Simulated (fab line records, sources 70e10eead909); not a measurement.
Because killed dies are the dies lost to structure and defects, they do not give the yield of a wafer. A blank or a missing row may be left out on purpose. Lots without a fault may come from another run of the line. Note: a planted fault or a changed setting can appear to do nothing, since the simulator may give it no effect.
Which tool did it? | flow nand_harc | 12 lots with 36 wafers sampled at 5 steps, on a route of 1302 steps

WHAT EACH GAUGE READ, for each wafer
NHARC_P_GATE_CD_MEAS_46: target cd 720 nm. Usual: cd_nm at 720.6 nm, with a standard deviation of 1.7.
lot  | measured     | on        | cd_nm (nm)        | flag
L780 | day 5 21:35  | cd_sem-02 | 720.2 722.3 719.6 |
L781 | day 6 03:54  | cd_sem-01 | 722.0 722.2 721.7 |
L784 | day 7 06:01  | cd_sem-01 | 724.4 724.1 725.4 |
L786 | day 8 17:56  | cd_sem-01 | 721.9 719.9 721.8 |
L787 | day 9 01:01  | cd_sem-01 | 719.5 718.2 721.8 |
L788 | day 9 04:10  | cd_sem-02 | 720.9 719.9 717.7 |
L790 | day 9 16:13  | cd_sem-02 | 721.6 719.8 721.2 |
L795 | day 11 23:51 | cd_sem-02 | 722.7 722.1 721.7 |
L798 | day 13 00:59 | cd_sem-03 | 717.1 721.6 720.5 |
L800 | day 13 21:56 | cd_sem-02 | 720.0 718.3 718.9 |
L802 | day 14 16:21 | cd_sem-01 | 722.4 720.6 720.9 |
L803 | day 15 00:55 | cd_sem-02 | 721.3 722.5 720.1 |

NHARC_END_SORT_01. Usual: killed_at_array 64, standard deviation 18; killed_at_other 0.8, standard deviation 1.1; killed_at_periphery 3.8, standard deviation 2.7; killed_dies 68, standard deviation 18; killed_open 3.3, standard deviation 1.9; killed_short 2.3, standard deviation 1.8.
lot  | measured     | on        | killed_at_array | killed_at_other | killed_at_periphery | killed_dies | killed_open | killed_short | flag
L781 | day 25 10:18 | prober-02 | 39 36 54        | 0 0 0           | 0 2 1               | 39 38 55    | 1 1 4       | 0 4 4        |
L784 | day 26 15:43 | prober-01 | 80 85 92        | 0 1 0           | 3 1 1               | 83 87 93    | 2 1 4       | 2 0 4        |
L786 | day 27 18:17 | prober-01 | 62 63 65        | 3 3 4           | 11 9 2              | 76 75 71    | 2 8 4       | 1 2 4        |
L803 | day 34 15:48 | prober-01 | 99 81 79        | 1 0 0           | 5 1 3               | 105 82 82   | 6 5 4       | 2 1 2        |

WHAT TOOL EACH LOT RAN ON (gives the tool, then ch and the chambers of the sampled wafers, and finally the start)
lot  | NHARC_P_GATE_ETCH_114                         | NHARC_P_GATE_ALD_36               | NHARC_P_GATE_ETCHBACK_37
L780 | rie_diel-04 ch 0,1,3, day 5 11:12 or earlier  | ald_sin-04 ch 0,1,2, day 5 11:12  | rie_diel-13 ch 1,2,3, day 5 21:35 or earlier
L781 | rie_diel-06 ch 0,1,2, day 5 20:31 or earlier  | ald_sin-03 ch 0,1,2, day 5 20:31  | rie_diel-04 ch 0,1, day 6 03:54 or earlier
L784 | rie_diel-04 ch 0,2, day 6 19:38 or earlier    | ald_sin-03 ch 0,1,3, day 6 19:38  | rie_diel-06 ch 1,2, day 7 06:01 or earlier
L786 | rie_diel-13 ch 2,3, day 8 07:30 or earlier    | ald_sin-04 ch 0,1,3, day 8 07:30  | rie_diel-13 ch 0,2, day 8 17:56 or earlier
L787 | rie_diel-13 ch 0,2,3, day 8 14:25 or earlier  | ald_sin-02 ch 0,3, day 8 14:25    | rie_diel-06 ch 1,2,3, day 9 01:01 or earlier
L788 | rie_diel-06 ch 1,2, day 8 19:44 or earlier    | ald_sin-03 ch 0,2,3, day 8 19:44  | rie_diel-04 ch 1,3, day 9 04:10 or earlier
L790 | rie_diel-04 ch 0,1,3, day 9 07:50 or earlier  | ald_sin-04 ch 0,1,2, day 9 07:50  | rie_diel-06 ch 2,3, day 9 16:13 or earlier
L795 | rie_diel-04 ch 2,3, day 11 14:29 or earlier   | ald_sin-04 ch 0,2,3, day 11 14:29 | rie_diel-06 ch 1,2,3, day 11 23:51 or earlier
L798 | rie_diel-13 ch 0,1,2, day 12 14:31 or earlier | ald_sin-04 ch 0,2,3, day 12 14:31 | rie_diel-13 ch 0,1,3, day 13 00:59 or earlier
L800 | rie_diel-13 ch 1,2,3, day 13 11:30 or earlier | ald_sin-03 ch 2,3, day 13 11:30   | rie_diel-13 ch 1,2, day 13 21:56 or earlier
L802 | rie_diel-06 ch 2,3, day 14 05:50 or earlier   | ald_sin-03 ch 0,2,3, day 14 05:50 | rie_diel-06 ch 1,2,3, day 14 16:21 or earlier
L803 | rie_diel-13 ch 0,1,2, day 14 14:20 or earlier | ald_sin-02 ch 0,1,3, day 14 14:20 | rie_diel-13 ch 0,2,3, day 15 00:55 or earlier
- NHARC_P_GATE_ETCH_114: etches the open film in CF4/O2, target depth 30 nm, overetch 3 nm, time 16.5 s.
- NHARC_P_GATE_ALD_36: deposits SiNx, target thk 20 nm, pulse time 60 s, ald cycles 223.
- NHARC_P_GATE_ETCHBACK_37: etches the open film in CHF3/O2, target depth 34.5 nm, time 17.2 s.

WHAT THE TOOLS THEMSELVES READ (means of the sampled wafers that have a number; where no wafer has one, the mark that the record gives instead)
NHARC_P_GATE_ETCH_114. Usual: cf4_flow_sccm 80.00 sccm, standard deviation 0.24; drypump_motor_current_A 5.6 A, standard deviation 0.42; oes_product_au 1.002 a.u., standard deviation 0.0096; rf_vpp_V 196.9 V, standard deviation 1.2; showerhead_plenum_p_Torr 1.29 Torr, standard deviation 0.035; throttle_valve_pct 13.398 %, standard deviation 0.0098.
lot  | tool        | cf4_flow_sccm (sccm) | drypump_motor_current_A (A) | oes_product_au (a.u.) | rf_vpp_V (V) | showerhead_plenum_p_Torr (Torr) | throttle_valve_pct (%) | flag
L780 | rie_diel-04 | 79.99                | 5.3                         | 1.010                 | 198.1        | 1.33                            | 13.398                 |
L781 | rie_diel-06 | 80.11                | 5.9                         | 0.996                 | 196.8        | 1.29                            | 13.408                 |
L784 | rie_diel-04 | 80.25                | 6.2                         | 0.992                 | 197.3        | 1.27                            | 13.388                 |
L786 | rie_diel-13 | 79.95                | 5.8                         | 0.995                 | 196.3        | 1.28                            | 13.400                 |
L787 | rie_diel-13 | 80.26                | 5.7                         | 1.002                 | 196.4        | 1.28                            | 13.400                 |
L788 | rie_diel-06 | 80.26                | 6.0                         | 1.011                 | 196.4        | 1.28                            | 13.398                 |
L790 | rie_diel-04 | 80.06                | 5.3                         | 1.005                 | 198.5        | 1.33                            | 13.391                 |
L795 | rie_diel-04 | 80.00                | 5.6                         | 1.001                 | 198.2        | 1.34                            | 13.395                 |
L798 | rie_diel-13 | 80.09                | 5.4                         | 1.001                 | 196.3        | 1.27                            | 13.396                 |
L800 | rie_diel-13 | 79.96                | 5.5                         | 1.003                 | 196.4        | 1.28                            | 13.387                 |
L802 | rie_diel-06 | 79.59                | 6.2                         | 1.007                 | 195.9        | 1.26                            | 13.392                 |
L803 | rie_diel-13 | 80.03                | 5.4                         | 1.002                 | 197.2        | 1.27                            | 13.388                 |

NHARC_P_GATE_ALD_36. Usual: heater_power_w 814 W, standard deviation 77; precursor_pulse_height_rel 0.998, standard deviation 0.019.
lot  | tool       | heater_power_w (W) | precursor_pulse_height_rel | flag
L780 | ald_sin-04 | 800                | 0.993                      |
L781 | ald_sin-03 | 831                | 0.998                      |
L784 | ald_sin-03 | 791                | 1.001                      |
L786 | ald_sin-04 | 780                | 0.985                      |
L787 | ald_sin-02 | 933                | 0.998                      |
L788 | ald_sin-03 | 805                | 0.999                      |
L790 | ald_sin-04 | 814                | 0.991                      |
L795 | ald_sin-04 | 750                | 1.008                      |
L798 | ald_sin-04 | 770                | 1.011                      |
L800 | ald_sin-03 | 792                | 1.008                      |
L802 | ald_sin-03 | 815                | 0.983                      |
L803 | ald_sin-02 | 892                | 1.000                      |

NHARC_P_GATE_ETCHBACK_37. Usual: drypump_motor_current_A 5.7 A, standard deviation 0.41; oes_product_au 0.95 a.u., standard deviation 0.03; rf_vpp_V 368.6 V, standard deviation 1.3; showerhead_plenum_p_Torr 2.31 Torr, standard deviation 0.047; throttle_valve_pct 20.572 %, standard deviation 0.0085.
lot  | tool        | drypump_motor_current_A (A) | oes_product_au (a.u.) | rf_vpp_V (V) | showerhead_plenum_p_Torr (Torr) | throttle_valve_pct (%) | flag
L780 | rie_diel-13 | 5.6                         | 0.93                  | 368.5        | 2.31                            | 20.575                 |
L781 | rie_diel-04 | 5.3                         | 1.00                  | 369.9        | 2.35                            | 20.580                 |
L784 | rie_diel-06 | 5.8                         | 1.01                  | 370.0        | 2.33                            | 20.572                 |
L786 | rie_diel-13 | 5.6                         | 0.95                  | 368.3        | 2.29                            | 20.568                 |
L787 | rie_diel-06 | 5.9                         | 0.93                  | 368.4        | 2.30                            | 20.562                 |
L788 | rie_diel-04 | 5.2                         | 0.99                  | 371.4        | 2.43                            | 20.568                 |
L790 | rie_diel-06 | 6.1                         | 0.93                  | 367.3        | 2.27                            | 20.567                 |
L795 | rie_diel-06 | 5.9                         | 0.94                  | 368.3        | 2.30                            | 20.567                 |
L798 | rie_diel-13 | 5.4                         | 0.92                  | 368.3        | 2.30                            | 20.568                 |
L800 | rie_diel-13 | 5.5                         | 0.94                  | 368.9        | 2.30                            | 20.572                 |
L802 | rie_diel-06 | 5.9                         | 0.95                  | 367.5        | 2.29                            | 20.578                 |
L803 | rie_diel-13 | 5.7                         | 0.94                  | 367.4        | 2.29                            | 20.573                 |

THE ANSWER, worked out from the rows above alone
Rule: take the mean of a lot's wafers that have a number; if it is more than 3 standard deviations from the usual mean, the lot is off. A lot without any number at a reading at which 4 lots or more have one is off too. Where the step has rows for the other lots, those lots are counted as sound. After the gauges, taken in route order, come the tools' own readings; for these a lot's mean is taken, as printed above. The first step at which some lot is off is used, and at that step the reading that is off furthest; a lot without a number counts as furthest.
Across all readings shown, no lot is off: no conclusion can be drawn from this.

WHAT WAS PUT IN BY THE SIMULATOR
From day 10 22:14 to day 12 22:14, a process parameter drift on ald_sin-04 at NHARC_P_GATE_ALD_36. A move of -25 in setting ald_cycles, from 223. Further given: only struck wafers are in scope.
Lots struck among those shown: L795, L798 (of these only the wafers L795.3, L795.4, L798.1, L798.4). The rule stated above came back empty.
